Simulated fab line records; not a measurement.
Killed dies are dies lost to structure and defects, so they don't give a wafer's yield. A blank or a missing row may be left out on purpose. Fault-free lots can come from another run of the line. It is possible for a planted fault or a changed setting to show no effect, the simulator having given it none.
fab line records	flow nand_harc
[record] lots = 24	wafers = 72	last_day = 34
route steps=1302 shown A_CHANNEL_HOLE_D2@585 A_CHANNEL_FILL_D2@620 A_STAIRCASE@678
lots that met no fault: from a run of the same line without faults
start_h: hours from the record's opening day to when the first of the lot's shown wafers began	wait_h: time in hours since the lot's previous step	" same as the row above	L1.1+2: one row covering several wafers at once	- either no value or no given start	* or withheld: withheld	< > ~ a bound
route shown NAME@n: NAME is a module with steps in the file, n the number in the route of the first one	usual: average and standard deviation across the fault-free wafers	same: alike in all rows	chamber/n: place in a boat	sites: each site's reading	_std_site: the standard deviation of these	_edge_site: inner sites' mean taken away from outer sites' mean	radius_mm: how far each site lies from the wafer's centre	mask NAME#n: copy n	behind: the tool/chamber that last shaped the wafer	hold: what put the lot on hold/how long, in hours/how the hold closed	device: names the non-switching transistor (n, p or np)	end of line: at the end of the route, the tests of the same wafers	a step with no rows: only its recipe	killed: not the wafer's yield, but the dies lost to structure and defects at the first sort	map: a wafer's dies, marking killed ones x, the rest . and places with no die _
set.NAME: the setting the step ran with; set.NAME@STEP: the setting that earlier step ran with	model.NAME: the simulator's own value behind a step, which no gauge read
a sample of lots followed through the steps of the route, with each step as a table and each wafer as a row
services: when a tool's chamber went out of use (start_h, in hours from the record's first day, below 0 if earlier), for how many hours, and the reason
[[steps]]
[step NHARC_A_CHANNEL_HOLE_D2_DESCUM_15]
[recipe] time_s = 3	o2_flow_sccm = 200	ar_flow_sccm = 0	bias_power_w = 0	chemistry = O2
[usual] drypump_motor_current_A = 5.6/0.45	o2_flow_sccm = 200.0/0.54	oes_product_au = 0.999/0.012	rf_vpp_V = 57.7/0.87	showerhead_plenum_p_Torr = 1.90/0.089	throttle_valve_pct = 11.312/0.0089
lot.wafer	tool	chamber	start_h	wait_h	drypump_motor_current_A	o2_flow_sccm	oes_product_au	rf_hours_counter_h	rf_vpp_V	showerhead_plenum_p_Torr	throttle_valve_pct
L074.3	rie_diel-12	3	290.66	0.1	5.1	200.0	0.986	1.7	57.5	1.89	11.305
L074.6	"	2	"	"	4.6	201.0	1.018	-	58.5	1.98	11.306
L074.5	"	1	"	"	5.9	200.2	1.008	-	56.5	1.92	11.312
L075.1	rie_diel-12	1	304.40	0.1	5.9	199.6	1.002	2.7	57.7	1.92	11.310
L075.2	"	2	"	"	4.6	200.0	1.030	2.8	57.0	1.98	11.319
L075.5	"	3	"	"	5.1	200.0	0.994	-	58.3	1.89	11.322
L077.2	rie_diel-07	3	312.39	0.1	5.8	200.5	1.002	0.4	58.1	1.82	11.305
L077.3	"	0	"	"	5.2	199.8	1.013	0.3	57.0	1.81	11.318
L077.5	"	0	"	"	5.2	200.3	1.004	-	56.6	1.81	11.325
L076.2	rie_diel-12	3	313.77	0.1	5.1	200.6	0.980	3.2	57.0	1.89	11.316
L076.6	"	2	"	"	4.6	198.8	1.022	-	57.1	1.98	11.308
L076.5	"	3	"	"	5.1	199.5	0.983	-	57.8	1.89	11.314
L078.1	rie_diel-02	0	327.40	0.1	5.7	201.1	1.010	4.5	59.3	2.00	11.316
L078.6	"	1	"	"	5.7	200.8	1.009	-	56.8	1.88	11.315
L078.5	"	2	"	"	5.8	200.1	0.985	-	56.3	1.77	11.325
L079.1	rie_diel-07	2	347.37	0.1	5.8	200.4	0.974	2.0	57.7	1.88	11.305
L079.6	"	2	"	"	5.8	199.0	0.973	-	56.6	1.88	11.302
L079.5	"	3	"	"	5.8	200.3	1.000	-	55.8	1.82	11.300
L081.3	rie_diel-07	1	361.77	0.1	6.5	200.1	0.991	3.3	57.9	2.04	11.300
L081.2	"	2	"	"	5.8	200.0	0.975	3.1	57.2	1.88	11.302
L081.4	"	1	"	"	6.5	199.8	0.982	-	58.5	2.05	11.321
L080.3	rie_diel-02	3	361.92	0.1	5.7	199.1	0.991	7.1	57.6	1.81	11.297
L080.2	"	0	"	"	5.7	199.8	1.005	7.6	59.5	2.00	11.317
L080.5	"	0	"	"	5.7	200.1	1.011	-	57.9	2.00	11.320
L084.1	rie_diel-02	3	378.88	0.1	5.7	199.9	0.988	7.8	56.5	1.81	11.315
L084.2	"	2	"	"	5.8	200.3	0.990	8.2	57.5	1.77	11.314
L084.6	"	3	"	"	5.7	200.2	0.985	-	56.3	1.81	11.297
L082.2	rie_diel-02	1	379.27	0.1	5.7	199.7	1.000	8.8	57.6	1.88	11.312
L082.1	"	2	"	"	5.8	198.9	0.989	8.3	56.4	1.77	11.310
L082.4	"	3	"	"	5.7	201.0	0.995	8.0	57.1	1.81	11.310
L083.1	rie_diel-07	0	380.92	0.1	5.2	199.3	1.000	3.5	57.7	1.81	11.303
L083.2	"	1	"	"	6.5	199.9	0.993	4.4	58.9	2.04	11.319
L083.3	"	3	"	"	5.8	200.1	0.997	4.4	57.7	1.82	11.330
L085.2	rie_diel-07	3	405.11	0.1	5.8	200.6	1.002	5.4	57.3	1.82	11.305
L085.3	"	0	"	"	5.2	200.6	1.002	4.7	56.8	1.81	11.306
L085.6	"	3	"	"	5.7	200.0	1.006	-	56.4	1.82	11.316
L086.2	rie_diel-12	2	405.26	0.1	4.6	200.5	1.014	5.8	58.3	1.98	11.301
L086.1	"	3	"	"	5.1	199.8	0.984	6.6	60.1	1.89	11.318
L086.5	"	2	"	"	4.6	199.9	1.004	-	58.3	1.98	11.293
L087.3	rie_diel-02	0	425.31	0.1	5.7	200.1	1.007	1.0	57.4	2.00	11.308
L087.1	"	1	"	"	5.7	198.8	0.985	1.1	58.0	1.88	11.311
L087.6	"	1	"	"	5.7	200.3	0.995	-	58.2	1.88	11.303
L089.2	rie_diel-07	2	440.78	0.1	5.8	200.4	0.965	7.4	57.4	1.88	11.317
L089.6	"	0	"	"	5.2	199.8	1.009	-	57.1	1.81	11.315
L089.5	"	1	"	"	6.5	199.5	0.989	-	58.2	2.04	11.294
L088.3	rie_diel-12	0	441.56	0.1	5.5	200.4	1.018	9.2	60.3	2.05	11.312
L088.2	"	3	"	"	5.1	200.2	0.994	9.1	57.9	1.89	11.323
L088.5	"	0	"	"	5.5	199.8	1.004	-	57.8	2.05	11.315
L090.2	rie_diel-07	2	468.90	0.1	5.8	199.6	0.960	8.5	57.7	1.88	11.306
L090.5	"	2	"	"	5.8	199.5	0.970	-	57.1	1.88	11.303
L090.6	"	3	"	"	5.8	200.4	0.994	-	58.2	1.81	11.317
L091.4	rie_diel-02	3	469.10	0.1	5.8	200.0	1.004	3.7	57.7	1.81	11.311
L091.2	"	0	"	"	5.7	199.2	1.023	2.9	58.2	2.00	11.306
L091.6	"	3	"	"	5.8	200.2	0.989	-	59.0	1.81	11.311
L092.1	rie_diel-12	0	480.19	0.1	5.5	201.2	1.018	1.1	58.1	2.05	11.319
L092.2	"	1	"	"	5.9	200.3	0.995	1.5	57.2	1.92	11.314
L092.4	"	2	"	"	4.6	200.4	1.005	1.6	58.5	1.98	11.314
L093.4	rie_diel-12	3	495.55	0.1	5.1	199.5	1.003	1.7	58.2	1.89	11.316
L093.1	"	0	"	"	5.5	199.5	1.014	1.9	58.4	2.05	11.322
L093.6	"	1	"	"	5.9	200.3	1.000	-	56.7	1.92	11.324
L094.4	rie_diel-07	3	499.24	0.1	5.8	198.9	1.000	0.2	57.8	1.81	11.324
L094.1	"	1	"	"	6.5	199.9	0.993	0.2	59.2	2.04	11.328
L094.5	"	3	"	"	5.8	198.6	0.994	-	56.9	1.81	11.319
L095.2	rie_diel-02	0	499.42	0.1	5.7	201.0	1.013	5.5	57.6	2.00	11.309
L095.5	"	3	"	"	5.7	199.6	0.992	-	57.5	1.81	11.314
L095.6	"	0	"	"	5.7	201.0	1.017	-	57.4	2.00	11.318
L096.3	rie_diel-07	3	514.67	0.1	5.8	199.4	0.978	1.4	57.3	1.81	11.324
L096.4	"	0	"	"	5.2	200.3	1.006	1.4	57.6	1.81	11.299
L096.1	"	2	"	"	5.8	199.7	0.987	1.0	57.2	1.88	11.323
L097.1	rie_diel-12	2	530.79	0.1	4.6	199.8	1.003	4.2	57.9	1.97	11.310
L097.2	"	3	"	"	5.1	199.2	1.009	3.5	57.5	1.89	11.318
L097.5	"	3	"	"	5.1	199.1	1.010	-	56.1	1.89	11.319
[step NHARC_A_CHANNEL_HOLE_D2_ETCH_20]
[recipe] bias_v = 3000	source_w = withheld	pressure_mtorr = 20	time_s = 361.9	ar_flow_sccm = 375	c4f8_flow_sccm = 89.3	o2_flow_sccm = 35.7	temp_c = -20	target_depth_a = 16000	chemistry = C4F8/O2/Ar
[usual] drypump_motor_current_A = 5.4/0.51	o2_flow_sccm = 35.71/0.12	showerhead_plenum_p_Torr = 3.66/0.049	throttle_valve_pct = 32.154/0.008
lot.wafer	tool	chamber	start_h	wait_h	drypump_motor_current_A	o2_flow_sccm	rf_hours_counter_h	showerhead_plenum_p_Torr	throttle_valve_pct
L074.3	har_etch-02	0	296.12	0.2	5.5	35.65	-	3.73	32.150
L074.5	"	1	"	"	5.2	35.64	-	3.73	32.150
L074.6	"	0	"	"	5.5	35.50	-	3.73	32.154
L075.1	har_etch-01	0	305.68	0.1	6.0	35.75	153	3.63	32.159
L075.2	"	1	"	"	4.7	35.73	153	3.70	32.139
L075.5	"	0	"	"	6.0	35.81	-	3.63	32.158
L077.2	har_etch-02	0	315.11	0.1	5.5	35.79	366	3.73	32.166
L077.3	"	1	"	"	5.2	36.03	-	3.73	32.153
L077.5	"	0	"	"	5.5	35.87	-	3.73	32.140
L076.2	har_etch-01	0	317.46	0.1	6.0	35.74	161	3.63	32.167
L076.6	"	0	"	"	6.0	35.77	-	3.63	32.147
L076.5	"	1	"	"	4.7	35.85	-	3.69	32.150
L078.1	har_etch-01	0	328.88	0.1	6.1	35.65	165	3.63	32.161
L078.5	"	0	"	"	6.1	35.53	-	3.63	32.154
L078.6	"	1	"	"	4.8	35.77	-	3.69	32.159
L079.1	har_etch-02	0	352.98	0.1	5.5	35.91	389	3.72	32.147
L079.5	"	1	"	"	5.2	35.64	-	3.72	32.163
L079.6	"	0	"	"	5.5	36.00	-	3.72	32.158
L080.2	har_etch-02	0	363.21	0.1	5.5	35.73	392	3.71	32.174
L080.3	"	0	"	"	5.5	35.77	-	3.71	32.153
L080.5	"	1	"	"	5.2	35.67	-	3.71	32.157
L081.2	har_etch-01	0	363.27	0.1	6.1	35.83	188	3.61	32.160
L081.3	"	0	"	"	6.1	35.78	-	3.61	32.154
L081.4	"	1	"	"	4.8	35.74	-	3.68	32.140
L084.2	har_etch-01	0	380.19	0.1	6.0	35.78	199	3.61	32.153
L084.1	"	1	"	"	4.8	35.81	199	3.67	32.156
L084.6	"	0	"	"	6.1	35.65	-	3.61	32.161
L082.1	har_etch-01	1	384.35	0.1	4.7	35.91	203	3.67	32.156
L082.2	"	0	"	"	6.0	35.70	203	3.61	32.144
L082.4	"	1	"	"	4.8	35.91	-	3.67	32.148
L083.1	har_etch-01	0	388.52	0.1	6.0	35.71	207	3.60	32.152
L083.2	"	1	"	"	4.8	35.87	207	3.67	32.171
L083.3	"	1	"	"	4.7	35.75	-	3.67	32.168
L085.2	har_etch-02	0	406.46	0.1	5.5	35.56	8	3.70	32.156
L085.3	"	0	"	"	5.5	35.55	-	3.70	32.157
L085.6	"	0	"	"	5.5	35.72	-	3.70	32.152
L086.2	har_etch-01	1	406.55	0.1	4.7	35.43	222	3.66	32.164
L086.1	"	0	"	"	6.1	35.62	222	3.59	32.149
L086.5	"	1	"	"	4.7	35.48	-	3.66	32.160
L087.1	har_etch-02	1	428.36	0.1	5.2	35.59	19	3.70	32.144
L087.3	"	0	"	"	5.5	35.81	-	3.70	32.157
L087.6	"	0	"	"	5.5	35.72	-	3.70	32.147
L089.2	har_etch-01	0	442.10	0.1	6.0	35.64	241	3.58	32.154
L089.6	"	1	"	"	4.7	35.57	-	3.65	32.139
L089.5	"	0	"	"	6.0	35.72	-	3.59	32.156
L088.2	har_etch-02	1	444.49	0.1	5.2	35.76	31	3.69	32.154
L088.3	"	1	"	"	5.2	35.90	-	3.69	32.161
L088.5	"	1	"	"	5.2	35.61	-	3.69	32.161
L090.2	har_etch-01	0	471.92	0.1	6.1	35.57	252	3.58	32.160
L090.6	"	0	"	"	6.0	35.42	-	3.58	32.158
L090.5	"	1	"	"	4.7	35.86	-	3.64	32.139
L091.2	har_etch-02	1	472.34	0.1	5.2	35.77	42	3.68	32.149
L091.4	"	0	"	"	5.5	35.67	-	3.68	32.146
L091.6	"	1	"	"	5.2	35.59	-	3.68	32.162
L092.1	har_etch-01	1	484.08	0.1	4.7	35.85	264	3.64	32.165
L092.2	"	0	"	"	6.0	35.64	264	3.57	32.155
L092.4	"	0	"	"	6.1	35.80	-	3.57	32.151
L093.1	har_etch-02	1	496.87	0.1	5.2	35.84	57	3.68	32.156
L093.4	"	1	"	"	5.2	35.74	-	3.68	32.152
L093.6	"	1	"	"	5.2	35.68	-	3.68	32.153
L094.1	har_etch-01	1	500.54	0.1	4.7	35.82	272	3.63	32.145
L094.4	"	0	"	"	6.1	35.80	-	3.57	32.161
L094.5	"	1	"	"	4.8	35.71	-	3.63	32.144
L095.2	har_etch-02	1	501.04	0.1	5.2	35.80	61	3.67	32.151
L095.6	"	0	"	"	5.5	35.60	-	3.67	32.159
L095.5	"	1	"	"	5.2	35.72	-	3.67	32.143
L096.1	har_etch-01	1	518.21	0.1	4.7	35.54	287	3.62	32.163
L096.4	"	1	"	"	4.8	35.64	-	3.62	32.150
L096.3	"	0	"	"	6.0	35.71	-	3.56	32.163
L097.1	har_etch-01	0	532.09	0.1	6.0	35.65	291	3.56	32.166
L097.2	"	1	"	"	4.7	35.61	291	3.62	32.146
L097.5	"	1	"	"	4.7	35.77	-	3.62	32.167
[step NHARC_A_CHANNEL_FILL_D2_ETCHBACK_20]
[recipe] target_depth_a = 270	time_s = 13.5	c4f8_flow_sccm = withheld	o2_flow_sccm = 8	ar_flow_sccm = withheld	rf_w = 600	bias_w = 1500	chemistry = C4F8/O2/Ar
[usual] oes_product_au = 0.990/0.024	rf_vpp_V = 979/5.5
lot.wafer	tool	chamber	start_h	wait_h	oes_product_au	rf_hours_counter_h	rf_vpp_V
L074.3	rie_diel-08	2	327.84	-	0.972	3.6	985
L074.5	"	0	"	"	0.997	-	971
L074.6	"	1	"	"	0.999	-	983
L075.1	rie_diel-08	3	335.58	-	1.001	4.0	973
L075.2	"	2	"	"	0.988	3.6	986
L075.5	"	0	"	"	0.992	-	971
L077.2	rie_diel-08	0	345.00	-	1.002	4.2	970
L077.3	"	2	"	"	0.998	3.8	984
L077.5	"	3	"	"	1.013	-	974
L076.2	rie_diel-03	1	345.00	-	0.988	9.2	969
L076.6	"	3	"	"	0.999	-	982
L076.5	"	2	"	"	1.015	-	986
L078.1	rie_diel-08	1	358.95	-	0.994	4.0	982
L078.6	"	2	"	"	0.976	-	985
L078.5	"	3	"	"	0.961	-	974
L079.1	rie_diel-08	2	383.04	-	1.009	0.0	985
L079.6	"	0	"	"	1.000	-	969
L079.5	"	1	"	"	0.995	-	984
L081.4	rie_diel-08	3	393.30	-	1.033	0.2	975
L081.3	"	0	"	"	1.001	0.3	970
L081.2	"	2	"	"	1.014	0.2	984
L080.2	rie_diel-04	2	393.31	-	0.966	1.2	983
L080.3	"	0	"	"	0.977	1.1	982
L080.5	"	1	"	"	0.971	-	983
L082.4	rie_diel-04	0	413.00	-	0.925	1.7	982
L082.1	"	2	"	"	0.923	1.8	985
L082.2	"	3	"	"	0.925	1.8	979
L084.1	rie_diel-08	3	413.00	-	1.001	0.8	974
L084.2	"	0	"	"	0.972	0.8	972
L084.6	"	3	"	"	0.987	-	975
L083.3	rie_diel-08	3	419.57	-	1.018	0.9	975
L083.2	"	1	"	"	0.980	1.0	980
L083.1	"	2	"	"	1.000	0.9	985
L086.1	rie_diel-04	1	436.90	-	0.996	2.9	982
L086.2	"	2	"	"	1.023	2.8	985
L086.5	"	1	"	"	1.010	-	984
L085.3	rie_diel-08	0	436.91	-	0.999	1.3	969
L085.2	"	1	"	"	0.983	1.4	982
L085.6	"	2	"	"	1.004	-	984
L087.1	rie_diel-04	2	459.06	-	1.007	3.4	983
L087.3	"	3	"	"	1.003	3.6	978
L087.6	"	2	"	"	1.011	-	984
L089.2	rie_diel-08	0	472.76	-	0.998	2.4	970
L089.6	"	1	"	"	0.982	-	982
L089.5	"	2	"	"	1.016	-	984
L088.3	rie_diel-04	1	476.76	-	0.996	4.0	982
L088.2	"	2	"	"	1.012	4.2	982
L088.5	"	0	"	"	1.006	-	980
L091.4	rie_diel-04	3	502.08	-	0.992	5.0	978
L091.2	"	0	"	"	1.001	5.3	980
L091.6	"	0	"	"	0.995	-	980
L090.2	rie_diel-08	1	502.10	-	0.975	3.0	983
L090.5	"	3	"	"	1.006	-	974
L090.6	"	0	"	"	0.992	-	971
L092.2	rie_diel-08	2	513.65	-	0.993	3.2	985
L092.1	"	3	"	"	1.017	3.2	973
L092.4	"	0	"	"	1.004	3.1	971
L093.1	rie_diel-08	1	527.43	-	0.920	3.4	982
L093.4	"	2	"	"	0.926	3.3	986
L093.6	"	0	"	"	0.923	-	971
L095.2	rie_diel-08	2	531.27	-	0.976	3.4	985
L095.5	"	1	"	"	0.964	-	981
L095.6	"	2	"	"	0.986	-	985
L094.1	rie_diel-03	2	531.28	-	1.002	11.7	985
L094.4	"	3	"	"	0.978	12.8	984
L094.5	"	1	"	"	1.008	-	967
L096.1	rie_diel-04	2	548.11	-	0.990	0.3	984
L096.3	"	3	"	"	0.996	0.4	977
L096.4	"	0	"	"	0.998	0.5	981
L097.1	rie_diel-08	2	564.94	-	0.999	0.4	985
L097.2	"	0	"	"	1.016	0.6	969
L097.5	"	1	"	"	0.993	-	983
[step NHARC_A_CHANNEL_FILL_D2_ALD_25]
[recipe] target_thk_a = 600	pulse_time_s = 10	ald_cycles = 600	temp_c = 300	material = SiOx
[usual] heater_power_outer_w = 260/42	heater_power_w = 486/68	precursor_pulse_height_rel = 0.999/0.02
lot.wafer	tool	chamber	start_h	wait_h	heater_power_outer_w	heater_power_w	precursor_pulse_height_rel
L074.3	ald_hk-01	2	339.63	0.1	332	582	0.980
L074.6	"	2	342.10	2.5	327	584	0.995
L074.5	"	3	"	"	227	409	1.009
L075.1	ald_hk-04	2	347.54	0.1	277	470	1.007
L075.2	"	3	"	"	226	492	1.016
L075.5	"	3	350.60	3.1	226	485	0.979
L077.3	ald_hk-04	1	356.95	0.6	256	507	1.021
L077.2	"	2	"	"	283	462	1.008
L077.5	"	1	359.32	3.0	265	511	0.997
L076.2	ald_hk-03	3	356.96	0.7	270	461	1.051
L076.5	"	2	358.80	2.5	341	635	0.993
L076.6	"	3	"	"	261	452	0.971
L078.1	ald_hk-04	1	371.60	1.3	262	504	0.979
L078.6	"	3	372.84	2.5	225	490	1.002
L078.5	"	0	"	"	235	510	1.015
L079.1	ald_hk-01	3	394.76	0.2	229	405	1.002
L079.5	"	3	397.24	2.7	224	405	1.026
L079.6	"	0	"	"	250	443	1.019
L080.2	ald_hk-04	3	405.19	0.1	225	492	1.011
L080.3	"	0	"	"	248	499	0.993
L080.5	"	0	408.26	3.1	245	504	0.990
L081.4	ald_hk-01	1	405.19	0.1	230	452	1.010
L081.2	"	2	"	"	331	584	0.979
L081.3	"	3	"	"	225	408	1.021
L082.1	ald_hk-04	1	424.78	0.1	266	515	1.006
L082.2	"	2	426.01	1.3	281	464	0.965
L082.4	"	3	427.25	2.5	231	507	0.989
L084.1	ald_hk-01	0	426.00	1.3	254	435	0.989
L084.2	"	1	"	"	237	448	1.011
L084.6	"	2	"	"	334	571	0.971
L083.3	ald_hk-03	1	430.98	0.1	227	442	0.991
L083.2	"	2	"	"	357	665	0.972
L083.1	"	0	432.82	1.9	215	421	1.013
L085.3	ald_hk-01	2	449.16	0.4	330	579	0.957
L085.2	"	1	451.00	2.3	231	448	0.998
L085.6	"	3	452.22	3.5	222	405	0.986
L086.1	ald_hk-03	1	449.45	0.7	220	439	1.017
L086.2	"	3	450.67	1.9	261	465	0.991
L086.5	"	2	452.50	3.8	366	672	0.987
L087.1	ald_hk-03	2	470.81	0.1	358	679	0.968
L087.3	"	1	472.65	1.9	223	443	0.993
L087.6	"	3	473.88	3.1	257	467	1.017
L088.2	ald_hk-04	2	486.17	0.1	289	479	1.011
L088.3	"	0	487.41	1.3	233	496	1.019
L088.5	"	3	489.26	3.2	226	482	0.980
L089.2	ald_hk-03	1	486.75	0.7	225	448	1.012
L089.5	"	0	488.61	2.5	220	420	1.012
L089.6	"	1	"	"	225	435	0.997
L091.4	ald_hk-04	2	514.08	0.1	286	468	0.994
L091.2	"	3	"	"	222	470	1.019
L091.6	"	2	516.58	2.6	288	476	1.022
L090.2	ald_hk-03	3	515.90	1.9	258	468	1.018
L090.6	"	0	"	"	223	411	1.009
L090.5	"	1	"	"	222	435	1.002
L092.1	ald_hk-01	0	525.71	0.1	242	422	0.969
L092.2	"	1	"	"	237	460	1.006
L092.4	"	3	527.53	1.9	234	414	1.047
L093.1	ald_hk-03	0	540.68	1.3	213	406	1.024
L093.4	"	2	543.17	3.8	369	670	1.020
L093.6	"	0	545.67	6.3	211	414	1.044
L094.4	ald_hk-04	3	543.78	0.7	228	492	0.979
L094.1	"	0	"	"	249	510	0.979
L094.5	"	3	546.24	3.1	226	490	0.970
L095.2	ald_hk-01	2	545.02	1.9	339	573	0.973
L095.6	"	3	"	"	246	414	1.016
L095.5	"	0	"	"	247	420	1.002
L096.4	ald_hk-04	2	562.13	0.7	296	476	1.021
L096.1	"	3	"	"	228	484	1.005
L096.3	"	0	"	"	241	489	0.980
L097.1	ald_hk-04	3	578.30	0.7	226	486	0.996
L097.2	"	0	"	"	242	502	1.031
L097.5	"	2	580.17	2.5	289	476	1.025
[step NHARC_A_STAIRCASE_ETCH_21]
[recipe] target_depth_a = 1000	time_s = 40.5	ion_energy_ev = 400	c4f8_flow_sccm = 20	o2_flow_sccm = 10	ar_flow_sccm = withheld	rf_w = 600	bias_w = 1000	chemistry = C4F8/O2
[usual] oes_product_au = 0.950/0.015	rf_vpp_V = 896/6
lot.wafer	tool	chamber	start_h	wait_h	oes_product_au	rf_hours_counter_h	rf_vpp_V
L074.3	rie_diel-13	0	356.86	0.2	0.940	-	889
L074.6	"	0	"	"	0.949	-	889
L074.5	"	1	"	"	0.934	-	892
L075.1	rie_diel-05	1	-	-	0.952	42	889
L075.2	"	2	"	"	0.934	46	889
L075.5	"	2	"	"	0.941	-	888
L077.2	rie_diel-01	2	-	-	0.955	45	904
L077.3	"	0	"	"	0.944	52	896
L077.5	"	0	"	"	0.935	-	897
L076.2	rie_diel-05	1	-	-	0.954	45	889
L076.5	"	0	"	"	0.953	-	906
L076.6	"	1	"	"	0.953	-	891
L078.1	rie_diel-13	1	-	-	0.946	13	894
L078.5	"	3	"	"	0.934	-	894
L078.6	"	0	"	"	0.935	-	889
L079.1	rie_diel-01	3	-	-	0.947	13	895
L079.5	"	0	"	"	0.940	-	898
L079.6	"	1	"	"	0.945	-	904
L081.4	rie_diel-05	0	-	-	0.943	1	904
L081.3	"	1	"	"	0.947	1	891
L081.2	"	2	"	"	0.945	1	887
L080.3	rie_diel-01	3	-	-	0.957	14	895
L080.2	"	1	"	"	0.947	7	904
L080.5	"	3	"	"	0.957	-	894
L084.1	rie_diel-13	1	-	-	0.939	30	892
L084.2	"	2	"	"	0.957	24	895
L084.6	"	1	"	"	0.944	-	891
L082.2	rie_diel-05	3	-	-	0.947	8	899
L082.1	"	0	"	"	0.937	8	904
L082.4	"	1	"	"	0.950	12	889
L083.2	rie_diel-05	3	-	-	0.967	9	899
L083.3	"	0	"	"	0.962	9	907
L083.1	"	1	"	"	0.964	12	888
L085.2	rie_diel-01	0	-	-	0.961	29	897
L085.3	"	1	"	"	0.940	23	902
L085.6	"	1	"	"	0.937	-	903
L086.1	rie_diel-05	2	-	-	0.934	21	886
L086.2	"	3	"	"	0.951	15	899
L086.5	"	1	"	"	0.942	-	890
L087.3	rie_diel-05	0	-	-	0.952	18	906
L087.1	"	1	"	"	0.944	23	890
L087.6	"	3	"	"	0.939	-	898
L089.2	rie_diel-01	3	-	-	0.998	37	893
L089.5	"	1	"	"	0.967	-	903
L089.6	"	2	"	"	0.965	-	903
L088.2	rie_diel-13	2	-	-	0.936	40	893
L088.3	"	3	"	"	0.932	47	893
L088.5	"	2	"	"	0.943	-	894
L091.2	rie_diel-13	0	-	-	0.945	5	888
L091.4	"	1	"	"	0.946	5	890
L091.6	"	1	"	"	0.948	-	891
L090.2	rie_diel-01	2	-	-	0.964	46	904
L090.5	"	0	"	"	0.987	-	895
L090.6	"	1	"	"	0.987	-	903
L092.4	rie_diel-05	2	-	-	0.957	43	887
L092.1	"	3	"	"	0.991	35	898
L092.2	"	1	"	"	0.963	38	889
L094.1	rie_diel-13	0	-	-	0.945	14	888
L094.4	"	3	"	"	0.988	12	892
L094.5	"	1	"	"	0.945	-	890
L095.2	rie_diel-13	1	-	-	0.942	12	890
L095.5	"	1	"	"	0.942	-	891
L095.6	"	2	"	"	0.965	-	894
L093.1	rie_diel-05	3	-	-	0.942	40	899
L093.4	"	0	"	"	0.940	43	904
L093.6	"	3	"	"	0.939	-	898
L096.1	rie_diel-01	1	-	-	0.959	4	902
L096.4	"	2	"	"	0.947	3	902
L096.3	"	0	"	"	0.926	4	895
L097.2	rie_diel-01	0	-	-	0.933	9	897
L097.1	"	2	"	"	0.944	8	903
L097.5	"	1	"	"	0.948	-	902
[step NHARC_A_STAIRCASE_ETCH_25]
[recipe] target_depth_a = 1000	time_s = 40.5	ion_energy_ev = 400	c4f8_flow_sccm = 20	o2_flow_sccm = 10	ar_flow_sccm = withheld	rf_w = 600	bias_w = 1000	chemistry = C4F8/O2
[usual] oes_product_au = 0.945/0.011	rf_vpp_V = 895/5.9
lot.wafer	tool	chamber	start_h	wait_h	oes_product_au	rf_hours_counter_h	rf_vpp_V
L074.3	rie_diel-13	0	-	-	0.929	-	889
L074.6	"	0	"	"	0.931	-	888
L074.5	"	1	"	"	0.936	-	891
L075.1	rie_diel-05	2	-	-	0.937	47	888
L075.2	"	3	"	"	0.946	45	899
L075.5	"	1	"	"	0.942	-	891
L077.2	rie_diel-01	3	-	-	0.921	49	895
L077.3	"	2	"	"	0.941	45	905
L077.5	"	0	"	"	0.936	-	898
L076.2	rie_diel-05	2	-	-	0.944	50	887
L076.5	"	2	"	"	0.936	-	888
L076.6	"	3	"	"	0.944	-	899
L078.1	rie_diel-13	2	-	-	0.949	6	896
L078.6	"	2	"	"	0.933	-	896
L078.5	"	3	"	"	0.927	-	891
L079.1	rie_diel-01	2	-	-	0.937	11	904
L079.5	"	3	"	"	0.943	-	896
L079.6	"	0	"	"	0.937	-	896
L081.3	rie_diel-05	2	-	-	0.938	1	888
L081.2	"	3	"	"	0.954	1	900
L081.4	"	0	"	"	0.946	1	904
L080.3	rie_diel-01	3	-	-	0.951	15	893
L080.2	"	0	"	"	0.937	13	896
L080.5	"	2	"	"	0.960	-	903
L084.2	rie_diel-13	1	-	-	0.941	30	891
L084.1	"	3	"	"	0.923	23	892
L084.6	"	1	"	"	0.938	-	891
L082.4	rie_diel-05	1	-	-	0.953	12	888
L082.2	"	2	"	"	0.930	12	889
L082.1	"	3	"	"	0.957	9	900
L083.2	rie_diel-05	1	-	-	0.963	13	890
L083.3	"	2	"	"	0.950	13	887
L083.1	"	0	"	"	0.947	9	904
L085.3	rie_diel-01	2	-	-	0.953	28	903
L085.2	"	1	"	"	0.949	23	903
L085.6	"	0	"	"	0.961	-	895
L086.2	rie_diel-05	0	-	-	0.951	14	904
L086.1	"	3	"	"	0.939	15	899
L086.5	"	1	"	"	0.970	-	890
L087.1	rie_diel-05	0	-	-	0.946	18	902
L087.3	"	1	"	"	0.959	24	888
L087.6	"	3	"	"	0.949	-	898
L089.2	rie_diel-01	2	-	-	0.949	39	903
L089.5	"	1	"	"	0.957	-	903
L089.6	"	2	"	"	0.954	-	904
L088.2	rie_diel-13	2	-	-	0.940	41	893
L088.3	"	1	"	"	0.936	54	891
L088.5	"	3	"	"	0.938	-	893
L091.4	rie_diel-13	1	-	-	0.943	6	892
L091.2	"	2	"	"	0.958	3	893
L091.6	"	2	"	"	0.947	-	892
L090.2	rie_diel-01	0	-	-	0.965	48	895
L090.5	"	1	"	"	0.958	-	903
L090.6	"	2	"	"	0.951	-	902
L092.2	rie_diel-05	3	-	-	0.971	35	899
L092.4	"	0	"	"	0.962	36	904
L092.1	"	1	"	"	0.945	39	890
L094.4	rie_diel-13	2	-	-	0.948	10	893
L094.1	"	0	"	"	0.944	14	888
L094.5	"	2	"	"	0.958	-	893
L095.2	rie_diel-13	0	-	-	0.921	15	887
L095.5	"	3	"	"	0.942	-	893
L095.6	"	0	"	"	0.924	-	886
L093.1	rie_diel-05	0	-	-	0.944	43	904
L093.4	"	3	"	"	0.933	40	900
L093.6	"	1	"	"	0.953	-	890
L096.3	rie_diel-01	0	-	-	0.934	5	897
L096.4	"	1	"	"	0.937	6	903
L096.1	"	2	"	"	0.940	5	902
L097.1	rie_diel-01	1	-	-	0.945	10	903
L097.2	"	2	"	"	0.934	8	903
L097.5	"	2	"	"	0.944	-	902
[[services]]
tool	chamber	start_h	hours	kind
rie_diel-05	-	277.47	0.3	repair
rie_diel-01	0	280.65	21.0	repair
rie_diel-13	-	288.69	1.4	repair
rie_diel-05	2	299.74	14.9	repair
rie_diel-08	2	309.89	3.1	repair
rie_diel-01	2	318.76	8.3	repair
rie_diel-13	-	342.18	9.0	pm
rie_diel-13	2	353.03	8.5	repair
rie_diel-13	3	356.16	5.9	repair
rie_diel-08	2	359.86	12.1	repair
rie_diel-13	-	362.98	1.1	repair
rie_diel-08	-	367.80	9.0	pm
rie_diel-01	1	370.55	30.6	repair
rie_diel-01	-	380.95	9.0	pm
rie_diel-05	-	406.63	9.0	pm
rie_diel-08	0	415.25	4.6	repair
rie_diel-01	-	431.97	0.4	repair
rie_diel-01	3	452.02	15.6	repair
rie_diel-05	3	519.22	5.4	repair
rie_diel-08	-	544.80	9.0	pm
rie_diel-01	-	557.95	9.0	pm
rie_diel-08	3	558.32	8.6	repair
rie_diel-05	-	583.68	9.0	pm
rie_diel-01	3	587.32	13.6	repair
[[key]]
fault none
